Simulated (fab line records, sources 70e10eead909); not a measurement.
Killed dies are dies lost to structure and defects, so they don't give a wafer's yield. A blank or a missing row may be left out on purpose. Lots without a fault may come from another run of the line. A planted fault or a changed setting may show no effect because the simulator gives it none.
fab line records | flow nand_harc | part 1 of 2: steps 1 to 26 of 41
record lots=5 wafers=15 last_day=24
route steps=1159 shown A_STAIRCASE@643
lots that met no fault: from a run of the same line without faults
start_h: hours from the record's first day to the start of the lot's first wafer shown | wait_h: hours since the lot's step before | " the same as in the row above | L1.1+2: a row that stands for several wafers | - no value, or no start given | * or withheld: withheld | < > ~ a bound
route shown NAME@n: a module of which the file shows steps, and the number in the route of the first | usual: mean/standard deviation of fault-free wafers | same: alike in all rows | chamber/n: place in a boat | sites: the reading at each site | _std_site: their standard deviation | _edge_site: outer sites' mean less inner sites' | radius_mm: how far each site lies from the wafer's centre | mask NAME#n: copy n | behind: the tool/chamber that last shaped the wafer | hold: why the lot was held/for how many hours/how that ended | device: the transistor (n, p or np) that didn't switch | end of line: the same wafers' tests at the end of the route | a step without rows: its recipe alone | killed: dies lost to structure and defects at the first sort, not the wafer's yield | map: a wafer's dies, x killed, . not, _ none there
set.NAME: the setting as run; set.NAME@STEP: as run at that earlier step | model.NAME: the simulator's own value behind a step, which no gauge read
lots at some steps of the route; a table a step, a row a wafer
services: from which hour (start_h, from the record's first day; less than 0 if before it) a tool's chamber was out of use, for how many hours, and why
## steps
# step NHARC_A_STAIRCASE_DEVELOP_249
# recipe time_s=140
# columns lot.wafer tool chamber start_h wait_h
L077.1+4+6 litho_track-03 0 - -
L084.2+3+6 litho_track-02 0 - -
L087.1+5+6 litho_track-07 0 - -
L091.1+5+6 litho_track-07 0 - -
L096.1+2+5 litho_track-07 0 - -
# step NHARC_A_STAIRCASE_HARDBAKE_251
# recipe temp_c=120 time_s=140
# columns lot.wafer tool chamber start_h wait_h
L077.1+4+6 litho_track-02 0 266.02 -
L084.2+3+6 litho_track-03 0 303.06 -
L087.1+5+6 litho_track-03 0 328.31 -
L091.1+5+6 litho_track-07 0 345.31 -
L096.1+2+5 litho_track-02 0 385.93 -
# step NHARC_A_STAIRCASE_DESCUM_252
# recipe time_s=3 o2_flow_sccm=200 ar_flow_sccm=0 bias_power_w=0 chemistry=O2
# usual drypump_motor_current_A=5.69/0.28 oes_product_au=0.997/0.012 rf_vpp_V=57.8/0.93 showerhead_plenum_p_Torr=1.91/0.094 throttle_valve_pct=11.311/0.0089
# columns lot.wafer tool chamber start_h wait_h drypump_motor_current_A oes_product_au rf_hours_counter_h rf_vpp_V showerhead_plenum_p_Torr throttle_valve_pct
L077.4 rie_diel-05 0 266.13 - 5.64 0.991 32 56.7 1.82 11.304
L077.1 " 1 " " 5.43 0.998 32 57.9 1.89 11.302
L077.6 " 0 " " 5.59 0.987 - 58.4 1.82 11.327
L084.3 rie_diel-04 0 303.15 - 5.99 1.009 2 58.0 1.86 11.307
L084.2 " 1 " " 5.80 1.010 2 58.8 2.06 11.306
L084.6 " 0 " " 5.99 1.001 - 58.2 1.86 11.312
L087.1 rie_diel-05 1 328.40 - 5.44 1.017 55 56.9 1.88 11.313
L087.6 " 1 " " 5.42 1.021 - 59.7 1.88 11.307
L087.5 " 2 " " 5.72 1.014 - 57.7 2.01 11.308
L091.1 rie_diel-04 0 345.49 - 6.02 1.015 18 56.3 1.85 11.307
L091.6 " 1 " " 5.77 1.007 - 56.3 2.05 11.297
L091.5 " 2 " " 5.50 0.988 - 58.3 1.87 11.308
L096.1 rie_diel-04 0 386.03 - 6.01 1.019 32 57.0 1.85 11.299
L096.2 " 2 " " 5.52 0.980 34 58.3 1.87 11.326
L096.5 " 0 " " 5.99 1.005 - 56.3 1.85 11.299
# step NHARC_A_STAIRCASE_ETCH_253
# recipe target_depth_a=500 time_s=20.2 ion_energy_ev=400 c4f8_flow_sccm=20 o2_flow_sccm=10 ar_flow_sccm=withheld rf_w=600 bias_w=1000 chemistry=C4F8/O2
# usual oes_product_au=0.954/0.021 rf_vpp_V=895/5.8
# columns lot.wafer tool chamber start_h wait_h oes_product_au rf_hours_counter_h rf_vpp_V
L077.4 rie_diel-05 0 266.20 0.1 0.950 32 890
L077.1 " 2 " " 0.983 33 902
L077.6 " 1 " " 0.985 - 895
L084.3 rie_diel-04 3 303.24 0.1 0.964 3 890
L084.2 " 0 " " 0.950 2 891
L084.6 " 1 " " 0.977 - 905
L087.1 rie_diel-05 3 328.50 0.1 0.924 50 904
L087.6 " 0 " " 0.918 - 890
L087.5 " 1 " " 0.935 - 893
L091.1 rie_diel-04 1 345.65 0.2 0.945 19 904
L091.6 " 0 " " 0.952 - 893
L091.5 " 1 " " 0.943 - 905
L096.2 rie_diel-04 0 386.11 0.1 0.965 32 893
L096.1 " 1 " " 0.981 33 904
L096.5 " 3 " " 0.964 - 891
# step NHARC_A_STAIRCASE_STRIP_254
# recipe power_w=1500 temp_c=250 chemistry=O2
# usual drypump_motor_current_A=5.9/0.38 heater_power_w=324/24 rf_refl_power_W=14.2/2.4
# columns lot.wafer tool chamber start_h wait_h drypump_motor_current_A heater_power_w rf_hours_counter_h rf_refl_power_W
L077.1 plasma_asher-02 1 266.29 - 6.0 306 25 17.4
L077.4 " 0 " " 5.4 359 - 14.4
L077.6 " 0 " " 5.4 361 - 14.4
L084.2 plasma_asher-01 1 303.37 - 5.9 343 5 11.4
L084.3 " 0 " " 6.5 301 - 12.9
L084.6 " 1 " " 5.9 336 - 11.0
L087.1 plasma_asher-02 1 329.10 - 6.0 303 49 17.0
L087.5 " 0 " " 5.4 349 - 15.2
L087.6 " 1 " " 6.1 307 - 17.7
L091.1 plasma_asher-01 1 345.73 - 5.8 335 18 10.7
L091.5 " 1 " " 5.8 336 - 10.8
L091.6 " 0 " " 6.5 289 - 13.1
L096.2 plasma_asher-01 0 386.19 - 6.5 304 35 -
L096.1 " 1 " " 5.9 324 35 -
L096.5 " 1 " " 5.9 334 - -
# step NHARC_A_STAIRCASE_STRIP_255
# recipe time_s=900 temp_c=130 chemistry=SPM
# columns lot.wafer tool chamber start_h wait_h
L077.6+4+1 wet_bench-04 2,4,5 266.65 0.1
L084.2+3+6 wet_bench-01 0,1,5 303.67 0.3
L087.1+5+6 wet_bench-05 3,5,7 329.41 0.3
L091.5+6+1 wet_bench-05 6,7,2 346.09 0.1
L096.5+2+1 wet_bench-05 2,3,4 386.56 0.1
# step NHARC_A_STAIRCASE_PRECLEAN_256
# recipe time_s=* temp_c=50 bath_age_min=0 chemistry=SC1
# usual sc1_h2o2_end_mol_l=0.3698/0.0007
# columns lot.wafer tool chamber start_h wait_h sc1_h2o2_end_mol_l
L077.6 wet_bench-04 2 - - 0.3695
L077.4 " 4 " " 0.3705
L077.1 " 5 " " 0.3703
L084.2 wet_bench-01 0 - - 0.3697
L084.3 " 1 " " 0.3704
L084.6 " 5 " " 0.3706
L087.1 wet_bench-05 3 - - 0.3700
L087.5 " 5 " " 0.3688
L087.6 " 7 " " 0.3703
L091.5 wet_bench-05 6 - - 0.3695
L091.6 " 7 " " 0.3712
L091.1 " 2 " " 0.3694
L096.5 wet_bench-05 2 - - 0.3703
L096.2 " 3 " " 0.3693
L096.1 " 4 " " 0.3706
# step NHARC_A_STAIRCASE_SRD_257
# columns lot.wafer tool chamber start_h wait_h
L077.6+4+1 wet_bench-04 2,4,5 - -
L084.2+3+6 wet_bench-01 0,1,5 - -
L087.1+5+6 wet_bench-05 3,5,7 - -
L091.5+6+1 wet_bench-05 6,7,2 - -
L096.5+2+1 wet_bench-05 2,3,4 - -
# step NHARC_A_STAIRCASE_HM_DEP_456
# recipe target_thk_a=15000 temp_c=400 material=aC
# usual throttle_valve_pct=35.001/0.0087
# columns lot.wafer tool chamber start_h wait_h throttle_valve_pct
L077.1 acl_dep-01 0 267.11 - 34.988
L077.4 " 0 " " 35.003
L077.6 " 0 " " 34.988
L084.2 acl_dep-03 0 307.94 - 34.989
L084.3 " 0 " " 34.991
L084.6 " 0 " " 35.004
L087.1 acl_dep-01 0 329.87 - 34.994
L087.5 " 0 331.09 - 35.008
L087.6 " 0 " " 34.996
L091.1 acl_dep-01 0 346.99 - 34.989
L091.5 " 0 348.20 - 34.999
L091.6 " 0 " " 34.993
L096.1 acl_dep-01 0 387.00 - 35.003
L096.2 " 0 " " 35.007
L096.5 " 0 " " 35.004
# step NHARC_A_STAIRCASE_DEP_259
# recipe target_thk_a=300 target_thk_nm=30 temp_c=400 pressure_torr=3.5 flow_sccm=200 rf_w=350 material=SiON
# usual heater_power_w=727/86
# columns lot.wafer tool chamber start_h wait_h heater_power_w
L077.1 pecvd-02 0 268.98 1.6 575
L077.6 " 0 " " 585
L077.4 " 1 " " 609
L084.3 pecvd-03 1 309.56 1.0 697
L084.2 " 2 " " 765
L084.6 " 2 " " 745
L087.1 pecvd-03 2 331.75 1.6 807
L087.5 " 2 " " 825
L087.6 " 0 " " 695
L091.1 pecvd-01 1 348.82 1.5 800
L091.6 " 1 " " 766
L091.5 " 2 " " 834
L096.1 pecvd-02 0 388.82 1.5 574
L096.2 " 1 " " 643
L096.5 " 2 " " 757
# step NHARC_A_STAIRCASE_DEHYDRATE_281
# recipe temp_c=150 time_s=120
# columns lot.wafer tool chamber start_h wait_h
L077.1+4+6 litho_track-07 0 269.23 0.2
L084.2+3+6 litho_track-07 0 309.80 0.2
L087.1+5+6 litho_track-02 0 331.99 0.2
L091.1+5+6 litho_track-03 0 349.10 0.2
L096.1+2+5 litho_track-07 0 389.10 0.2
# step NHARC_A_STAIRCASE_HMDS_282
# recipe time_s=30
# columns lot.wafer tool chamber start_h wait_h
L077.1+4+6 litho_track-07 0 - -
L084.2+3+6 litho_track-07 0 - -
L087.1+5+6 litho_track-02 0 - -
L091.1+5+6 litho_track-03 0 - -
L096.1+2+5 litho_track-07 0 - -
# step NHARC_A_STAIRCASE_COAT_283
# recipe spin_rpm=1200
# columns lot.wafer tool chamber start_h wait_h
L077.1+4+6 litho_track-07 0 - -
L084.2+3+6 litho_track-07 0 - -
L087.1+5+6 litho_track-02 0 - -
L091.1+5+6 litho_track-03 0 - -
L096.1+2+5 litho_track-07 0 - -
# step NHARC_A_STAIRCASE_SOFTBAKE_284
# recipe temp_c=135 time_s=170
# columns lot.wafer tool chamber start_h wait_h
L077.1+4+6 litho_track-07 0 - -
L084.2+3+6 litho_track-07 0 - -
L087.1+5+6 litho_track-02 0 - -
L091.1+5+6 litho_track-03 0 - -
L096.1+2+5 litho_track-07 0 - -
# step NHARC_A_STAIRCASE_EBR_285
# columns lot.wafer tool chamber start_h wait_h
L077.1+4+6 litho_track-07 0 - -
L084.2+3+6 litho_track-07 0 - -
L087.1+5+6 litho_track-02 0 - -
L091.1+5+6 litho_track-03 0 - -
L096.1+2+5 litho_track-07 0 - -
# step NHARC_A_STAIRCASE_EXPOSE_286
# recipe na=0.5 dose_mj=25.01 mask_id=CHOP_100
# columns lot.wafer tool chamber start_h wait_h mask
L077.1+4+6 krf_scanner-02 0 269.56 - CHOP_100#0
L084.2+3+6 krf_scanner-01 0 310.01 - CHOP_100#0
L087.1+5+6 krf_scanner-03 0 332.33 - CHOP_100#0
L091.1+5+6 krf_scanner-02 0 349.43 - CHOP_100#0
L096.1+2+5 krf_scanner-02 0 389.44 - CHOP_100#0
# step NHARC_A_STAIRCASE_PEB_287
# recipe peb_temp_c=115 peb_time_s=130
# columns lot.wafer tool chamber start_h wait_h
L077.1+4+6 litho_track-07 0 269.63 0.1
L084.2+3+6 litho_track-02 0 310.08 0.1
L087.1+5+6 litho_track-07 0 332.39 0.1
L091.1+5+6 litho_track-03 0 349.51 0.1
L096.1+2+5 litho_track-02 0 389.50 0.1
# step NHARC_A_STAIRCASE_DEVELOP_288
# recipe time_s=140
# columns lot.wafer tool chamber start_h wait_h
L077.1+4+6 litho_track-07 0 - -
L084.2+3+6 litho_track-02 0 - -
L087.1+5+6 litho_track-07 0 - -
L091.1+5+6 litho_track-03 0 - -
L096.1+2+5 litho_track-02 0 - -
# step NHARC_A_STAIRCASE_HARDBAKE_290
# recipe temp_c=120 time_s=140
# columns lot.wafer tool chamber start_h wait_h
L077.1+4+6 litho_track-03 0 269.84 -
L084.2+3+6 litho_track-03 0 310.30 -
L087.1+5+6 litho_track-03 0 332.61 -
L091.1+5+6 litho_track-02 0 349.72 -
L096.1+2+5 litho_track-07 0 389.72 -
# step NHARC_A_STAIRCASE_DESCUM_291
# recipe time_s=3 o2_flow_sccm=200 ar_flow_sccm=0 bias_power_w=0 chemistry=O2
# usual drypump_motor_current_A=5.68/0.28 oes_product_au=0.999/0.012 rf_vpp_V=57.7/0.9 showerhead_plenum_p_Torr=1.91/0.091 throttle_valve_pct=11.312/0.01
# columns lot.wafer tool chamber start_h wait_h drypump_motor_current_A oes_product_au rf_hours_counter_h rf_vpp_V showerhead_plenum_p_Torr throttle_valve_pct
L077.1 rie_diel-06 0 269.95 - 5.41 1.009 7 57.6 1.78 11.311
L077.4 " 1 " " 6.07 0.992 7 58.2 1.92 11.311
L077.6 " 3 " " 5.74 0.979 - 57.7 2.01 11.331
L084.2 rie_diel-04 3 310.39 - 5.22 0.999 5 59.5 1.83 11.304
L084.3 " 0 " " 6.02 1.006 4 56.6 1.86 11.322
L084.6 " 3 " " 5.23 0.995 - 56.6 1.83 11.312
L087.1 rie_diel-04 3 333.09 - 5.23 1.000 13 57.5 1.83 11.322
L087.5 " 0 " " 6.00 1.011 - 57.0 1.85 11.318
L087.6 " 1 " " 5.79 1.011 - 58.3 2.05 11.331
L091.1 rie_diel-04 3 349.85 - 5.24 1.007 20 57.4 1.82 11.302
L091.5 " 0 " " 5.99 1.004 - 57.2 1.85 11.315
L091.6 " 1 " " 5.79 1.023 - 59.0 2.05 11.324
L096.1 rie_diel-04 1 389.81 - 5.76 1.011 34 59.0 2.04 11.306
L096.2 " 3 " " 5.25 1.004 34 57.6 1.82 11.302
L096.5 " 2 " " 5.51 0.986 - 56.8 1.87 11.307
# step NHARC_A_STAIRCASE_ETCH_292
# recipe cf4_flow_sccm=100 chf3_flow_sccm=30 ar_flow_sccm=0 rf_w=500 bias_w=200 chemistry=CF4/CHF3
# usual drypump_motor_current_A=5.66/0.27 oes_product_au=0.948/0.019 rf_vpp_V=370.5/2.6 showerhead_plenum_p_Torr=1.57/0.074 throttle_valve_pct=16.802/0.0086
# columns lot.wafer tool chamber start_h wait_h drypump_motor_current_A oes_product_au rf_hours_counter_h rf_vpp_V showerhead_plenum_p_Torr throttle_valve_pct
L077.4 rie_diel-06 3 270.03 0.1 5.72 0.944 7 373.9 1.65 16.800
L077.1 " 2 " " 6.06 0.973 7 368.0 1.52 16.800
L077.6 " 3 " " 5.74 0.934 - 373.1 1.65 16.801
L084.3 rie_diel-04 1 310.47 0.1 5.79 0.987 3 374.2 1.68 16.789
L084.2 " 2 " " 5.52 0.948 4 369.9 1.55 16.807
L084.6 " 2 " " 5.51 0.935 - 370.0 1.55 16.793
L087.1 rie_diel-04 2 333.19 0.1 5.50 0.944 14 369.9 1.54 16.794
L087.6 " 0 " " 6.01 0.957 - 368.2 1.53 16.796
L087.5 " 1 " " 5.78 0.963 - 373.4 1.68 16.809
L091.1 rie_diel-04 2 349.93 0.1 5.52 0.908 21 370.0 1.54 16.808
L091.6 " 0 " " 6.00 0.925 - 368.1 1.52 16.800
L091.5 " 1 " " 5.79 0.930 - 374.4 1.68 16.790
L096.1 rie_diel-04 2 389.90 0.1 5.52 0.938 35 370.6 1.54 16.812
L096.2 " 0 " " 6.01 0.952 33 369.1 1.52 16.813
L096.5 " 3 " " 5.22 0.948 - 368.4 1.50 16.802
# step NHARC_A_STAIRCASE_HM_OPEN_460
# recipe o2_flow_sccm=400 cos_flow_sccm=20 ar_flow_sccm=0 rf_w=500 bias_w=300 chemistry=O2/COS
# usual drypump_motor_current_A=5.67/0.28 oes_product_au=0.999/0.013 rf_vpp_V=466.9/3 showerhead_plenum_p_Torr=3.11/0.14 throttle_valve_pct=28.329/0.0099
# columns lot.wafer tool chamber start_h wait_h drypump_motor_current_A oes_product_au rf_hours_counter_h rf_vpp_V showerhead_plenum_p_Torr throttle_valve_pct
L077.1 rie_diel-06 3 - - 5.72 0.993 7 468.9 3.27 28.323
L077.4 " 1 " " 6.08 1.005 7 466.8 3.13 28.318
L077.6 " 0 " " 5.39 1.012 - 463.0 2.92 28.352
L084.2 rie_diel-04 2 - - 5.53 0.982 4 466.6 3.07 28.314
L084.3 " 1 " " 5.75 1.006 3 471.5 3.34 28.343
L084.6 " 3 " " 5.24 0.998 - 465.0 2.99 28.319
L087.1 rie_diel-04 0 - - 6.00 0.994 13 464.3 3.03 28.335
L087.6 " 2 " " 5.52 0.984 - 466.6 3.06 28.344
L087.5 " 3 " " 5.24 0.999 - 463.7 2.99 28.330
L091.1 rie_diel-04 2 - - 5.52 0.985 21 466.1 3.06 28.323
L091.6 " 2 " " 5.53 0.994 - 464.4 3.06 28.334
L091.5 " 3 " " 5.25 1.016 - 464.6 2.99 28.330
L096.1 rie_diel-04 2 - - 5.52 0.986 35 466.1 3.05 28.328
L096.2 " 1 " " 5.79 1.024 35 470.9 3.32 28.326
L096.5 " 2 " " 5.53 0.980 - 464.8 3.05 28.325
# step NHARC_A_STAIRCASE_STRIP_461
# recipe o2_flow_sccm=400 cos_flow_sccm=20 ar_flow_sccm=0 bias_w=0 chemistry=O2/COS
# columns lot.wafer tool chamber start_h wait_h
L077.1+4+6 rie_diel-06 0,3,1 - -
L084.2+3+6 rie_diel-04 2,3,1 - -
L087.1+5+6 rie_diel-04 3,2,3 - -
L091.1+5+6 rie_diel-04 3,3,0 - -
L096.2+1+5 rie_diel-04 0,2,3 - -
# step NHARC_A_STAIRCASE_ETCH_452
# recipe target_depth_a=300 overetch_a=30 time_s=16.5 ion_energy_ev=100 cf4_flow_sccm=80 o2_flow_sccm=20 ar_flow_sccm=0 rf_w=300 bias_w=100 chemistry=CF4/O2
# usual drypump_motor_current_A=5.66/0.28 oes_o_777_au=1.000/0.0039 oes_product_au=0.999/0.012 rf_vpp_V=197.6/1.6 showerhead_plenum_p_Torr=1.33/0.062 throttle_valve_pct=13.397/0.0093
# columns lot.wafer tool chamber start_h wait_h drypump_motor_current_A oes_o_777_au oes_product_au rf_hours_counter_h rf_vpp_V showerhead_plenum_p_Torr throttle_valve_pct
L077.4 rie_diel-06 2 - - 6.03 1.001 0.992 7 198.0 1.28 13.400
L077.1 " 3 " " 5.75 0.995 0.989 7 200.4 1.40 13.392
L077.6 " 2 " " 6.04 1.003 0.993 - 197.2 1.28 13.414
L084.3 rie_diel-04 0 - - 6.01 0.995 1.004 4 196.3 1.30 13.399
L084.2 " 2 " " 5.53 1.002 0.986 4 194.9 1.31 13.397
L084.6 " 1 " " 5.77 0.993 1.006 - 199.8 1.43 13.387
L087.1 rie_diel-04 3 - - 5.24 0.997 1.005 13 195.3 1.28 13.403
L087.6 " 2 " " 5.51 1.009 0.997 - 196.1 1.31 13.400
L087.5 " 3 " " 5.24 0.995 1.000 - 197.8 1.28 13.397
L091.1 rie_diel-04 3 - - 5.23 0.999 1.011 20 196.9 1.27 13.397
L091.6 " 2 " " 5.50 1.000 0.995 - 197.2 1.31 13.404
L091.5 " 3 " " 5.24 0.999 1.009 - 196.4 1.27 13.414
L096.1 rie_diel-04 0 - - 6.00 1.001 1.007 33 195.2 1.29 13.400
L096.2 " 3 " " 5.25 0.997 1.016 34 195.5 1.27 13.399
L096.5 " 0 " " 6.01 1.006 0.998 - 196.7 1.29 13.410
# step NHARC_A_STAIRCASE_ETCH_294
# recipe target_depth_a=49920 time_s=1212.4 ion_energy_ev=800 c4f8_flow_sccm=80 o2_flow_sccm=60 ar_flow_sccm=withheld rf_w=600 bias_w=3000 chemistry=C4F8/O2/Ar
# usual oes_product_au=0.932/0.013 rf_vpp_V=1825/11
# columns lot.wafer tool chamber start_h wait_h oes_product_au rf_hours_counter_h rf_vpp_V
L077.4 rie_diel-06 2 - - 0.935 7 1817
L077.1 " 3 " " 0.924 7 1840
L077.6 " 2 " " 0.930 - 1818
L084.2 rie_diel-04 2 - - 0.940 4 1822
L084.3 " 0 " " 0.938 4 1818
L084.6 " 2 " " 0.928 - 1822
L087.1 rie_diel-04 0 - - 0.951 13 1821
L087.5 " 2 " " 0.926 - 1821
L087.6 " 3 " " 0.928 - 1817
L091.1 rie_diel-04 2 - - 0.917 22 1821
L091.5 " 3 " " 0.939 - 1816
L091.6 " 0 " " 0.943 - 1820
L096.1 rie_diel-04 0 - - 0.931 33 1817
L096.2 " 1 " " 0.940 35 1842
L096.5 " 0 " " 0.932 - 1818
# step NHARC_A_STAIRCASE_STRIP_295
# recipe o2_flow_sccm=500 ar_flow_sccm=0 bias_w=0 chemistry=O2
# usual drypump_motor_current_A=5.66/0.28 oes_product_au=0.999/0.012 rf_vpp_V=57.6/0.89 showerhead_plenum_p_Torr=3.51/0.15 throttle_valve_pct=17.034/0.0092
# columns lot.wafer tool chamber start_h wait_h drypump_motor_current_A oes_product_au rf_hours_counter_h rf_vpp_V showerhead_plenum_p_Torr throttle_valve_pct
L077.1 rie_diel-06 2 - - 6.05 0.994 7 58.7 3.40 17.033
L077.4 " 1 " " 6.11 1.002 7 59.2 3.54 17.026
L077.6 " 2 " " 6.08 0.995 - 58.1 3.40 17.044
L084.3 rie_diel-04 2 - - 5.53 0.988 5 57.4 3.46 17.037
L084.2 " 3 " " 5.26 0.990 5 57.2 3.38 17.059
L084.6 " 0 " " 6.01 1.001 - 56.4 3.43 17.045
L087.1 rie_diel-04 3 - - 5.24 1.000 14 58.1 3.38 17.055
L087.6 " 2 " " 5.55 0.987 - 57.1 3.46 17.029
L087.5 " 3 " " 5.23 0.998 - 57.0 3.38 17.038
L091.1 rie_diel-04 0 - - 6.01 1.005 21 57.3 3.42 17.048
L091.5 " 2 " " 5.53 0.980 - 57.7 3.46 17.033
L091.6 " 3 " " 5.25 1.009 - 58.1 3.38 17.048
L096.1 rie_diel-04 3 - - 5.23 0.997 35 57.3 3.37 17.032
L096.2 " 1 " " 5.78 1.020 35 59.9 3.75 17.024
L096.5 " 3 " " 5.24 1.010 - 55.4 3.37 17.048
